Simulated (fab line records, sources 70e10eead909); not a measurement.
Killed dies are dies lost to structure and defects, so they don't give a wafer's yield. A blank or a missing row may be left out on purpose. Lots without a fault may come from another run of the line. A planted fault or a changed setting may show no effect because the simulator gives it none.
Chamber matching | flow nand_harc | NHARC_P_BONDPAD_ACTIVATE_29 on rie_diel-04: 4 sister chambers
The step chemistry N2, time 60 s. 8 wafers are shown with their chamber, then 8 later ones without.

WAFERS WITH THEIR CHAMBER
wafer  | chamber | drypump_motor_current_A (A) | oes_product_au (a.u.)
L074.5 | 1       | 6.4                         | 0.989
L077.3 | 1       | 6.5                         | 0.986
L080.3 | 0       | 5.6                         | 1.005
L080.5 | 3       | 6.1                         | 0.991
L082.1 | 3       | 6.1                         | 0.983
L082.2 | 2       | 5.9                         | 0.989
L082.4 | 2       | 5.9                         | 0.992
L087.1 | 0       | 5.6                         | 0.993

WAFERS WITHOUT THEIR CHAMBER
wafer  | drypump_motor_current_A (A) | oes_product_au (a.u.)
L087.3 | 5.9                         | 0.989
L087.6 | 5.6                         | 1.002
L093.1 | 5.8                         | 0.996
L093.4 | 5.6                         | 0.988
L093.6 | 6.5                         | 0.999
L095.2 | 6.4                         | 1.001
L095.5 | 5.8                         | 1.003
L095.6 | 6.4                         | 1.004

WHICH CHAMBER EACH WENT THROUGH
wafer  | from the rows above | in truth
L087.3 | 2                   | 2
L087.6 | 0                   | 0
L093.1 | 2                   | 2
L093.4 | 0                   | 0
L093.6 | 1                   | 1
L095.2 | 1                   | 1
L095.5 | 2                   | 2
L095.6 | 1                   | 1
Placed correctly: 8 of 8. Can't be placed from these rows: 0. Placed wrongly: 0.
How it was worked out, from the rows above alone: a wafer's distance from a chamber is the root of the sum, over the readings, of the square of ((its reading less the chamber's mean) divided by the reading's scatter). The wafer belongs to the nearest chamber; if the next one is less than 2 further off, it can't be placed. A chamber's mean is the mean of its shown wafers. The scatter: the root of (the sum of the squares of (reading less its chamber's mean) over the shown wafers, divided by (wafers less chambers)).
